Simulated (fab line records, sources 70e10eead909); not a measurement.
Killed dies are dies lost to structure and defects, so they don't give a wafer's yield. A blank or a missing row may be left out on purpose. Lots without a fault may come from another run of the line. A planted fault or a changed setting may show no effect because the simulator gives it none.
Chamber matching | flow nand_harc | NHARC_A_STAIRCASE_DEP_151 on pecvd-01: 3 sister chambers
The step deposits SiO2, target thk 3800 nm. 20 wafers are shown with their chamber, then 10 later ones without.

WAFERS WITH THEIR CHAMBER
wafer  | chamber | heater_power_outer_w (W) | heater_power_w (W)
L074.1 | 2       | 455                      | 729
L074.5 | 0       | 351                      | 568
L074.6 | 1       | 372                      | 577
L077.1 | 1       | 472                      | 715
L077.2 | 0       | 426                      | 677
L077.6 | 2       | 363                      | 595
L080.2 | 0       | 407                      | 655
L080.3 | 1       | 465                      | 694
L080.4 | 2       | 359                      | 597
L084.1 | 1       | 468                      | 697
L084.5 | 0       | 352                      | 566
L084.6 | 1       | 371                      | 570
L085.2 | 2       | 451                      | 738
L085.5 | 0       | 340                      | 565
L085.6 | 1       | 373                      | 567
L086.1 | 2       | 401                      | 656
L086.3 | 1       | 423                      | 652
L086.5 | 2       | 365                      | 594
L091.4 | 1       | 361                      | 560
L091.5 | 0       | 349                      | 567

SIGNATURES (means of the wafers above)
reading              | chamber 0 | chamber 1 | chamber 2 | scatter within a chamber
heater_power_outer_w | 370.83    | 413.12    | 399.00    | 44.4
heater_power_w       | 599.67    | 629.00    | 651.50    | 63.2
Rule: a wafer's distance from a chamber is the root of the sum, over the readings, of the square of ((its reading less the chamber's mean) divided by the reading's scatter). The wafer belongs to the nearest chamber; if the next one is less than 2 further off, it can't be placed. The scatter: the root of (the sum of the squares of (reading less its chamber's mean) over the shown wafers, divided by (wafers less chambers)).

WAFERS WITHOUT THEIR CHAMBER
wafer  | heater_power_outer_w (W) | heater_power_w (W)
L091.6 | 354                      | 585
L089.3 | 378                      | 578
L089.5 | 370                      | 562
L089.6 | 359                      | 607
L093.1 | 412                      | 664
L093.3 | 442                      | 693
L093.4 | 349                      | 570
L096.1 | 463                      | 722
L096.2 | 402                      | 647
L096.3 | 435                      | 686

WHICH CHAMBER EACH WENT THROUGH
wafer  | from the rows above          | in truth
L091.6 | can't be placed: 0 or 2 or 1 | 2
L089.3 | can't be placed: 0 or 1 or 2 | 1
L089.5 | can't be placed: 0 or 1 or 2 | 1
L089.6 | can't be placed: 0 or 2 or 1 | 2
L093.1 | can't be placed: 2 or 1 or 0 | 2
L093.3 | can't be placed: 2 or 1 or 0 | 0
L093.4 | can't be placed: 0 or 2 or 1 | 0
L096.1 | can't be placed: 2 or 1 or 0 | 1
L096.2 | can't be placed: 2 or 1 or 0 | 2
L096.3 | can't be placed: 2 or 1 or 0 | 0
Placed correctly: 0 of 10. Can't be placed from these rows: 10 (the true chamber is among the candidates in 10). Placed wrongly: 0.
